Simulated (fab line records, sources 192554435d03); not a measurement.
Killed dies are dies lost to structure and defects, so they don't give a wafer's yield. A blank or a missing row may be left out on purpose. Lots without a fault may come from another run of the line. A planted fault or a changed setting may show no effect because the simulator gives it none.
fab line records | flow n5_finfet | part 1 of 2: steps 1 to 20 of 32
record lots=5 wafers=15 last_day=15
route steps=1938 shown HKMG_FIN@398
lots that met no fault: from a run of the same line without faults
start_h: hours from the record's first day to the start of the lot's first wafer shown | wait_h: hours since the lot's step before | " the same as in the row above | L1.1+2: a row that stands for several wafers | - no value, or no start given | * or withheld: withheld | < > ~ a bound
route shown NAME@n: a module of which the file shows steps, and the number in the route of the first | usual: mean/standard deviation of fault-free wafers | same: alike in all rows | chamber/n: place in a boat | sites: the reading at each site | _std_site: their standard deviation | _edge_site: outer sites' mean less inner sites' | radius_mm: how far each site lies from the wafer's centre | mask NAME#n: copy n | behind: the tool/chamber that last shaped the wafer | hold: why the lot was held/for how many hours/how that ended | device: the transistor (n, p or np) that didn't switch | end of line: the same wafers' tests at the end of the route | a step without rows: its recipe alone | killed: dies lost to structure and defects at the first sort, not the wafer's yield | map: a wafer's dies, x killed, . not, _ none there
set.NAME: the setting as run; set.NAME@STEP: as run at that earlier step | model.NAME: the simulator's own value behind a step, which no gauge read
lots at some steps of the route; a table a step, a row a wafer
services: from which hour (start_h, from the record's first day; less than 0 if before it) a tool's chamber was out of use, for how many hours, and why
## steps
# step N5_HKMG_FIN_CD_MEAS_49
# recipe target_cd_nm=202 landing_energy_ev=500 detector=se_inlens polarity=opening
# usual cd_nm=202.1/0.62
# columns lot.wafer tool chamber start_h wait_h cd_nm
L076.2 cd_sem-02 0 84.70 - 201.2
L076.5 " 0 " " 201.7
L076.6 " 0 " " 201.7
L077.1 cd_sem-03 0 89.47 - 201.2
L077.5 " 0 " " 201.8
L077.6 " 0 " " 201.1
L081.1 cd_sem-02 0 112.31 - 202.5
L081.4 " 0 " " 202.2
L081.5 " 0 " " 202.0
L085.1 cd_sem-03 0 139.76 - 200.9
L085.2 " 0 " " 201.2
L085.5 " 0 " " 201.2
L089.2 cd_sem-01 0 163.28 - 202.2
L089.3 " 0 " " 202.7
L089.4 " 0 " " 202.1
# step N5_HKMG_FIN_OVL_MEAS_50
# recipe points_per_wafer=44
# usual NDIPOLE_OVL=0.4/0.92
# columns lot.wafer tool chamber start_h wait_h NDIPOLE_OVL[nm]
L076.2 overlay-02 0 84.73 0.0 1.0
L076.5 " 0 " " -0.9
L076.6 " 0 " " -0.2
L077.1 overlay-02 0 89.51 0.0 -0.5
L077.5 " 0 " " 0.9
L077.6 " 0 " " 0.5
L081.1 overlay-02 0 112.34 0.0 0.5
L081.4 " 0 " " 1.3
L081.5 " 0 " " 0.0
L085.1 overlay-02 0 139.79 0.0 1.6
L085.2 " 0 " " 1.4
L085.5 " 0 " " 2.0
L089.2 overlay-02 0 163.31 0.0 0.3
L089.3 " 0 " " 1.1
L089.4 " 0 " " 0.6
# step N5_HKMG_FIN_INSPECT_61
# recipe mode=adi inspect_instrument=macro
# usual raw_defect_count=2.1/1.4
# columns lot.wafer tool chamber start_h wait_h raw_defect_count
L076.2 defect_inspect-02 - 84.75 0.0 2
L076.5 " - " " 5
L076.6 " - " " 3
L077.1 defect_inspect-01 - 89.53 0.0 3
L077.5 " - " " 3
L077.6 " - " " 1
L081.1 defect_inspect-01 - 112.36 0.0 0
L081.4 " - " " 0
L081.5 " - " " 0
L085.1 defect_inspect-01 - 139.81 0.0 2
L085.2 " - " " 1
L085.5 " - " " 2
L089.2 defect_inspect-01 - 163.33 0.0 5
L089.3 " - " " 2
L089.4 " - " " 1
# step N5_HKMG_FIN_DESCUM_53
# recipe chemistry=O2 time_s=7.9 source_power_w=50 bias_power_w=20 pressure_mtorr=20 rf_frequency_hz=2.712e+07 temp_c=40 resist=CAR-ArF o2_flow_sccm=225
# usual drypump_motor_current_A=5.9/0.41 oes_product_au=0.79/0.09 rf_vpp_V=243.4/1.3 showerhead_plenum_p_Torr=2.10/0.071 throttle_valve_pct=20.24/0.25
# columns lot.wafer tool chamber start_h wait_h drypump_motor_current_A oes_product_au rf_hours_counter_h rf_vpp_V showerhead_plenum_p_Torr throttle_valve_pct
L076.2 rie_diel-02 0 84.78 0.0 5.5 0.84 72 242.6 2.11 19.89
L076.5 " 2 " " 5.6 0.68 - 244.4 2.15 20.92
L076.6 " 3 " " 5.8 0.84 - 242.3 2.12 20.33
L077.1 rie_diel-01 3 89.60 0.1 6.2 0.93 14 244.7 2.23 20.06
L077.5 " 2 " " 5.6 0.79 - 242.0 2.09 20.02
L077.6 " 1 " " 5.9 1.00 - 242.7 2.04 20.09
L081.1 rie_diel-01 2 112.41 0.0 5.6 0.78 150 242.4 2.09 20.02
L081.4 " 3 " " 6.2 0.89 23 244.1 2.23 20.10
L081.5 " 0 " " 6.2 0.69 - 243.9 2.14 20.15
L085.1 rie_diel-01 3 140.13 0.3 6.2 0.88 32 244.8 2.23 20.09
L085.2 " 2 " " 5.6 0.77 159 243.8 2.08 20.03
L085.5 " 0 " " 6.2 0.69 - 244.3 2.14 20.16
L089.2 rie_diel-02 3 163.53 0.2 5.8 0.81 88 242.8 2.11 20.38
L089.3 " 0 " " 5.5 0.80 101 241.5 2.10 19.93
L089.4 " 1 " " 4.8 0.70 225 241.5 1.98 20.34
# step N5_HKMG_FIN_ETCH_54
# recipe chemistry=CF4 target=SiARC target_depth_a=455 mask_material=CAR-ArF time_s=75.8 ion_energy_ev=80 pressure_mtorr=40 source_w=545 bias_w=36 Ar_flow_sccm=100 cf4_flow_sccm=100 ends=cleared
# usual drypump_motor_current_A=5.9/0.42 etch_rf_on_time_s=75.2/0.97 oes_product_au=0.68/0.079 rf_vpp_V=184.0/1.1 showerhead_plenum_p_Torr=2.15/0.067 throttle_valve_pct=15.45/0.24
# columns lot.wafer tool chamber start_h wait_h drypump_motor_current_A etch_rf_on_time_s oes_product_au rf_hours_counter_h rf_vpp_V showerhead_plenum_p_Torr throttle_valve_pct
L076.2 rie_diel-02 0 84.82 0.0 5.5 74.1 0.73 72 182.8 2.17 15.16
L076.5 " 2 " " 5.6 76.2 0.58 - 185.1 2.20 16.17
L076.6 " 3 " " 5.9 75.0 0.72 - 184.5 2.17 15.54
L077.1 rie_diel-01 3 89.64 0.0 6.1 74.7 0.79 14 185.1 2.27 15.19
L077.5 " 2 " " 5.6 75.1 0.67 - 183.3 2.14 15.28
L077.6 " 1 " " 5.9 73.6 0.86 - 183.4 2.10 15.27
L081.1 rie_diel-01 2 112.45 0.0 5.6 75.0 0.67 150 183.1 2.14 15.32
L081.4 " 3 " " 6.2 73.9 0.77 23 184.9 2.27 15.20
L081.5 " 0 " " 6.2 75.9 0.60 - 184.2 2.19 15.46
L085.1 rie_diel-01 3 140.17 0.0 6.2 75.2 0.76 32 184.9 2.26 15.23
L085.2 " 2 " " 5.6 74.8 0.66 159 184.6 2.14 15.32
L085.5 " 0 " " 6.2 75.8 0.59 - 185.8 2.19 15.51
L089.2 rie_diel-02 3 163.57 0.0 5.8 75.8 0.68 88 183.3 2.16 15.59
L089.3 " 0 " " 5.4 74.0 0.69 101 183.4 2.16 15.21
L089.4 " 1 " " 4.8 75.1 0.59 225 183.4 2.04 15.58
# step N5_HKMG_FIN_ETCH_55
# recipe chemistry=N2/H2 target=SOC target_depth_a=2400 temp_c=40 time_s=300 ion_energy_ev=200 mask_material=SiARC pressure_mtorr=30 source_w=840 bias_w=150 n2_flow_sccm=200 h2_flow_sccm=200
# usual drypump_motor_current_A=5.9/0.42 oes_product_au=0.79/0.091 rf_vpp_V=524.2/2.6 showerhead_plenum_p_Torr=2.56/0.083 throttle_valve_pct=17.70/0.22
# columns lot.wafer tool chamber start_h wait_h drypump_motor_current_A oes_product_au rf_hours_counter_h rf_vpp_V showerhead_plenum_p_Torr throttle_valve_pct
L076.2 rie_diel-02 0 84.87 0.0 5.5 0.85 72 524.1 2.57 17.45
L076.5 " 2 " " 5.7 0.68 - 527.3 2.61 18.28
L076.6 " 3 " " 5.9 0.83 - 523.2 2.58 17.74
L077.1 rie_diel-01 3 89.69 0.0 6.2 0.93 14 530.0 2.71 17.46
L077.5 " 2 " " 5.6 0.80 - 523.1 2.55 17.53
L077.6 " 1 " " 5.9 1.00 - 524.7 2.50 17.62
L081.1 rie_diel-01 2 112.50 0.0 5.6 0.78 150 522.6 2.54 17.57
L081.4 " 3 " " 6.2 0.91 23 527.3 2.70 17.49
L081.5 " 0 " " 6.2 0.70 - 526.7 2.61 17.66
L085.1 rie_diel-01 3 140.22 0.0 6.2 0.89 32 526.1 2.70 17.49
L085.2 " 2 " " 5.6 0.77 159 524.2 2.54 17.59
L085.5 " 0 " " 6.2 0.69 - 524.0 2.61 17.68
L089.2 rie_diel-02 3 163.63 0.0 5.9 0.80 88 524.2 2.57 17.78
L089.3 " 0 " " 5.5 0.80 101 523.7 2.56 17.50
L089.4 " 1 " " 4.8 0.69 225 518.5 2.41 17.87
# step N5_HKMG_FIN_STRIP_56
# recipe chemistry=N2/H2 temp_c=40 n2_flow_sccm=200 h2_flow_sccm=200 rf_frequency_hz=6e+07
# columns lot.wafer tool chamber start_h wait_h
L076.2+5+6 rie_diel-02 0,2,3 85.05 0.1
L077.1+5+6 rie_diel-01 3,2,1 89.88 0.1
L081.1+4+5 rie_diel-01 2,3,0 112.69 0.1
L085.1+2+5 rie_diel-01 3,2,0 140.40 0.1
L089.2+3+4 rie_diel-02 3,0,1 163.81 0.1
# step N5_HKMG_FIN_STRIP_57
# recipe chemistry=CF4 resist=SiARC power_w=300 bias_power_w=75 pressure_mtorr=50 cf4_flow_sccm=150 rf_frequency_hz=6e+07
# usual drypump_motor_current_A=5.9/0.42 oes_product_au=0.78/0.084 power_w=300.0/0.88 rf_vpp_V=271.4/1.4 showerhead_plenum_p_Torr=1.80/0.055 throttle_valve_pct=13.43/0.25
# columns lot.wafer tool chamber start_h wait_h drypump_motor_current_A oes_product_au power_w rf_hours_counter_h rf_vpp_V showerhead_plenum_p_Torr throttle_valve_pct
L076.2 rie_diel-02 0 85.06 0.0 5.5 0.82 297.3 73 270.7 1.81 13.10
L076.5 " 2 " " 5.6 0.68 298.7 - 271.5 1.84 14.16
L076.6 " 3 " " 5.9 0.83 300.6 - 270.9 1.81 13.46
L077.1 rie_diel-01 3 89.89 0.0 6.2 0.90 299.6 14 274.1 1.90 13.13
L077.5 " 2 " " 5.6 0.78 299.4 - 271.6 1.79 13.27
L077.6 " 1 " " 5.9 0.96 300.3 - 271.6 1.76 13.21
L081.1 rie_diel-01 2 112.70 0.0 5.6 0.77 299.1 150 271.7 1.79 13.29
L081.4 " 3 " " 6.2 0.89 300.0 23 273.8 1.90 13.16
L081.5 " 0 " " 6.2 0.69 299.3 - 271.9 1.83 13.49
L085.1 rie_diel-01 3 140.41 0.0 6.2 0.86 300.7 32 273.4 1.89 13.19
L085.2 " 2 " " 5.6 0.76 299.9 159 272.6 1.79 13.32
L085.5 " 0 " " 6.2 0.69 298.6 - 271.8 1.83 13.53
L089.2 rie_diel-02 3 163.82 0.0 5.9 0.80 300.3 88 272.0 1.81 13.53
L089.3 " 0 " " 5.4 0.79 300.8 102 272.1 1.80 13.15
L089.4 " 1 " " 4.8 0.69 300.6 225 269.2 1.71 13.60
# step N5_HKMG_FIN_ETCH_58
# recipe chemistry=N2/H2 target=SOC target_depth_a=2158 ion_energy_ev=50 bias_w=13 time_s=741 pressure_mtorr=30 source_w=875 n2_flow_sccm=200 h2_flow_sccm=200
# usual drypump_motor_current_A=5.9/0.41 oes_product_au=0.79/0.091 rf_vpp_V=99.2/0.81 showerhead_plenum_p_Torr=2.56/0.083 throttle_valve_pct=17.66/0.23
# columns lot.wafer tool chamber start_h wait_h drypump_motor_current_A oes_product_au rf_hours_counter_h rf_vpp_V showerhead_plenum_p_Torr throttle_valve_pct
L076.2 rie_diel-02 0 85.08 0.0 5.5 0.85 73 98.9 2.57 17.40
L076.5 " 2 " " 5.7 0.69 - 99.9 2.61 18.25
L076.6 " 3 " " 5.8 0.83 - 99.2 2.58 17.69
L077.1 rie_diel-01 3 89.91 0.0 6.2 0.92 14 99.1 2.71 17.42
L077.5 " 2 " " 5.6 0.78 - 98.2 2.55 17.48
L077.6 " 1 " " 5.9 0.99 - 98.4 2.50 17.57
L081.1 rie_diel-01 2 112.72 0.0 5.6 0.79 150 98.8 2.54 17.52
L081.4 " 3 " " 6.2 0.91 23 99.1 2.70 17.44
L081.5 " 0 " " 6.1 0.69 - 99.9 2.61 17.62
L085.1 rie_diel-01 3 140.43 0.0 6.2 0.88 33 100.8 2.70 17.45
L085.2 " 2 " " 5.6 0.77 160 99.9 2.54 17.52
L085.5 " 0 " " 6.2 0.69 - 99.5 2.61 17.65
L089.2 rie_diel-02 3 163.84 0.0 5.8 0.79 88 99.5 2.57 17.74
L089.3 " 0 " " 5.5 0.81 102 100.2 2.56 17.46
L089.4 " 1 " " 4.8 0.69 225 99.5 2.41 17.81
# step N5_HKMG_FIN_STRIP_93
# recipe chemistry=N2/H2 material=SOC time_s=20 power_w=500 temp_c=40 pressure_mtorr=50 rf_frequency_hz=6e+07 bias_power_w=8 h2_frac=0.5 n2_flow_sccm=300 h2_flow_sccm=300
# usual drypump_motor_current_A=5.9/0.42 oes_product_au=0.79/0.091 power_w=499.9/1.5 rf_vpp_V=54.3/0.87 showerhead_plenum_p_Torr=3.38/0.11 throttle_valve_pct=18.92/0.26
# columns lot.wafer tool chamber start_h wait_h drypump_motor_current_A oes_product_au power_w rf_hours_counter_h rf_vpp_V showerhead_plenum_p_Torr throttle_valve_pct
L076.2 rie_diel-02 0 85.51 0.2 5.5 0.85 501.1 73 53.9 3.40 18.80
L076.5 " 2 " " 5.7 0.68 502.5 - 54.7 3.44 19.28
L076.6 " 3 " " 5.9 0.84 497.5 - 54.7 3.40 18.84
L077.1 rie_diel-01 3 90.33 0.2 6.2 0.92 500.4 14 54.6 3.57 18.71
L077.5 " 2 " " 5.6 0.79 501.1 - 53.6 3.36 18.80
L077.6 " 1 " " 5.9 0.98 497.8 - 54.2 3.30 18.98
L081.1 rie_diel-01 2 113.14 0.2 5.6 0.78 500.3 150 53.6 3.36 18.81
L081.4 " 3 " " 6.2 0.91 500.2 23 55.0 3.56 18.75
L081.5 " 0 " " 6.2 0.70 497.0 - 54.3 3.45 18.71
L085.1 rie_diel-01 3 140.86 0.2 6.2 0.89 497.3 33 53.6 3.56 18.75
L085.2 " 2 " " 5.6 0.77 501.4 160 56.0 3.35 18.83
L085.5 " 0 " " 6.2 0.69 498.3 - 54.0 3.44 18.73
L089.2 rie_diel-02 3 164.26 0.2 5.9 0.80 497.9 89 54.7 3.39 18.86
L089.3 " 0 " " 5.5 0.81 497.3 102 54.5 3.38 18.84
L089.4 " 1 " " 4.8 0.69 502.1 225 53.7 3.19 19.26
# step N5_HKMG_FIN_WET_ETCH_76
# recipe chemistry=dNH4OH mix=1:50 temp_c=25 target=Al2O3 stop_on=La2O3 target_depth_nm=2.25 dry=ipa_marangoni rinse_time_s=30 rinse_temp_c=23
# columns lot.wafer tool chamber start_h wait_h
L076.2+5+6 wet_bench-03 1,7,0 85.59 0.1
L077.1+5+6 wet_bench-03 5,2,6 90.41 0.1
L081.1+4+5 wet_bench-03 6,2,7 113.22 0.1
L085.1+2+5 wet_bench-04 2,0,1 140.94 0.1
L089.2+3+4 wet_bench-01 7,3,2 164.34 0.1
# step N5_HKMG_FIN_STRIP_60
# recipe chemistry=N2/H2 power_w=2500 temp_c=300 h2_frac=0.65 time_s=360 pressure_mtorr=withheld n2_flow_sccm=1750 h2_flow_sccm=3250
# usual drypump_motor_current_A=5.88/0.14 heater_power_w=479/33
# columns lot.wafer tool chamber start_h wait_h drypump_motor_current_A heater_power_w rf_hours_counter_h
L076.2 plasma_asher-02 1 85.66 0.0 5.89 445 34
L076.5 " 0 " " 5.64 491 -
L076.6 " 1 " " 5.92 450 -
L077.1 plasma_asher-02 1 90.48 0.0 5.89 450 35
L077.5 " 1 " " 5.89 458 -
L077.6 " 0 " " 5.72 480 -
L081.1 plasma_asher-01 1 113.29 0.0 5.99 535 100
L081.4 " 1 " " 5.99 526 -
L081.5 " 1 " " 5.95 523 -
L085.1 plasma_asher-01 0 141.01 0.0 5.99 463 106
L085.2 " 1 " " 6.02 535 106
L085.5 " 1 " " 6.01 530 -
L089.2 plasma_asher-01 1 164.41 0.0 5.98 538 112
L089.3 " 1 " " 5.99 535 -
L089.4 " 0 " " 5.99 463 -
# step N5_HKMG_FIN_WET_ETCH_77
# recipe chemistry=dHCl mix=1:10000 temp_c=25 target=La2O3 stop_on=HfO2 target_depth_nm=2
# columns lot.wafer tool chamber start_h wait_h
L076.2+5+6 wet_bench-03 4,3,2 86.05 0.3
L077.1+5+6 wet_bench-03 3,6,0 90.87 0.3
L081.1+4+5 wet_bench-04 1,2,3 113.68 0.3
L085.1+2+5 wet_bench-04 6,7,2 141.40 0.3
L089.2+3+4 wet_bench-01 0,7,3 164.80 0.3
# step N5_HKMG_FIN_WET_ETCH_78
# recipe chemistry=dNH4OH mix=1:50 temp_c=25 target=Al2O3 stop_on=La2O3 target_depth_nm=4.5 dry=ipa_marangoni rinse_time_s=30 rinse_temp_c=23
# columns lot.wafer tool chamber start_h wait_h
L076.2+5+6 wet_bench-03 4,3,2 86.08 0.0
L077.1+5+6 wet_bench-03 3,6,0 90.90 0.0
L081.1+4+5 wet_bench-04 1,2,3 113.71 0.0
L085.1+2+5 wet_bench-04 6,7,2 141.43 0.0
L089.2+3+4 wet_bench-01 0,7,3 164.83 0.0
# step N5_HKMG_FIN_ALD_79
# recipe material=TiN target_thk_a=15 temp_c=400 ald_precursor_family=TiCl4 ald_co_reactant=NH3 pulse_time_s=1 purge_time_s=3 co_reactant_purge_time_s=2 co_reactant_pulse_time_s=2 ald_cycles=68 pressure_torr=3
# usual heater_power_w=913/110 precursor_pulse_height_rel=1.001/0.019
# same ald_cycles=68
# columns lot.wafer tool chamber start_h wait_h heater_power_w precursor_pulse_height_rel
L076.2 ald_metal-04 3 86.15 0.0 1103 0.998
L076.5 " 2 " " 959 0.978
L076.6 " 1 " " 958 0.963
L077.1 ald_metal-01 3 90.97 0.0 724 0.989
L077.5 " 2 " " 922 0.978
L077.6 " 3 " " 731 0.981
L081.1 ald_metal-04 0 113.96 0.2 957 0.985
L081.4 " 2 " " 953 1.021
L081.5 " 0 " " 924 1.022
L085.1 ald_metal-04 3 141.50 0.0 1082 1.017
L085.2 " 2 " " 914 0.973
L085.5 " 1 " " 948 1.013
L089.2 ald_metal-01 3 164.90 0.0 734 1.015
L089.3 " 0 " " 950 0.988
L089.4 " 2 " " 910 0.986
# step N5_HKMG_FIN_CVD_62
# recipe material=a-Si target_thk_a=30 temp_c=500 precursor=Si2H6 pressure_torr=1 time_s=20.8
# usual heater_power_w=1420/150
# columns lot.wafer tool chamber start_h wait_h heater_power_w
L076.2 thermal_cvd_si-02 0 86.51 0.2 1189
L076.5 " 2 " " 1348
L076.6 " 0 " " 1209
L077.1 thermal_cvd_si-01 2 91.33 0.2 1595
L077.5 " 1 " " 1393
L077.6 " 2 " " 1597
L081.1 thermal_cvd_si-01 1 114.32 0.2 1390
L081.4 " 1 " " 1419
L081.5 " 2 " " 1639
L085.1 thermal_cvd_si-01 0 141.86 0.2 1378
L085.2 " 2 " " 1616
L085.5 " 1 " " 1404
L089.2 thermal_cvd_si-01 1 165.26 0.2 1423
L089.3 " 2 " " 1628
L089.4 " 0 " " 1376
# step N5_HKMG_FIN_RTA_80
# recipe temp_c=withheld time_s=2 ambient=N2 idle_temp_c=600 ramp_up_c_per_s=150 ramp_down_c_per_s=60 cool_to_c=600
# columns lot.wafer tool chamber start_h wait_h
L076.2+5+6 rtp_anneal-01 0 86.66 0.1
L077.1+5+6 rtp_anneal-01 0 91.47 0.1
L081.1+4+5 rtp_anneal-01 0 114.46 0.1
L085.1+2+5 rtp_anneal-02 0 141.99 0.1
L089.2+3+4 rtp_anneal-01 0 165.42 0.1
# step N5_HKMG_FIN_PRECLEAN_64
# recipe chemistry=dHF time_s=30 temp_c=25 dilution=withheld
# columns lot.wafer tool chamber start_h wait_h
L076.2+5+6 wet_bench-04 3,1,2 86.79 0.1
L077.1+5+6 wet_bench-04 6,0,5 91.61 0.1
L081.1+4+5 wet_bench-03 1,0,4 114.72 0.2
L085.1+2+5 wet_bench-03 3,6,7 142.14 0.1
L089.2+3+4 wet_bench-01 5,2,3 165.54 0.1
# step N5_HKMG_FIN_WET_ETCH_65
# recipe chemistry=TMAH temp_c=70 conc_wt_pct=5 target=a-Si stop_on=TiN time_s=49 target_depth_nm=3
# usual conc_wt_pct=5.01/0.057
# columns lot.wafer tool chamber start_h wait_h conc_wt_pct
L076.2 wet_bench-04 3 86.80 0.0 5.03
L076.5 " 1 " " 4.96
L076.6 " 2 " " 5.01
L077.1 wet_bench-04 6 91.62 0.0 4.99
L077.5 " 0 " " 4.91
L077.6 " 5 " " 4.95
L081.1 wet_bench-03 1 114.73 0.0 5.09
L081.4 " 0 " " 4.98
L081.5 " 4 " " 5.10
L085.1 wet_bench-03 3 142.15 0.0 4.92
L085.2 " 6 " " 5.03
L085.5 " 7 " " 4.94
L089.2 wet_bench-01 5 165.55 0.0 5.06
L089.3 " 2 " " 5.02
L089.4 " 3 " " 4.97
# step N5_HKMG_FIN_WET_ETCH_81
# recipe chemistry=SC1 target=TiN stop_on=HfO2 mix=1:1:5 temp_c=60 time_s=57 target_depth_nm=6
# usual nh4oh_flow_mL_min=214.3/0.72
# columns lot.wafer tool chamber start_h wait_h nh4oh_flow_mL_min
L076.2 wet_bench-04 3 86.81 0.0 213.5
L076.5 " 1 " " 213.2
L076.6 " 2 " " 213.6
L077.1 wet_bench-04 6 91.64 0.0 213.6
L077.5 " 0 " " 213.4
L077.6 " 5 " " 215.0
L081.1 wet_bench-03 1 114.75 0.0 214.7
L081.4 " 0 " " 214.0
L081.5 " 4 " " 213.3
L085.1 wet_bench-03 3 142.16 0.0 213.9
L085.2 " 6 " " 214.9
L085.5 " 7 " " 214.7
L089.2 wet_bench-01 5 165.57 0.0 213.6
L089.3 " 2 " " 214.9
L089.4 " 3 " " 214.8
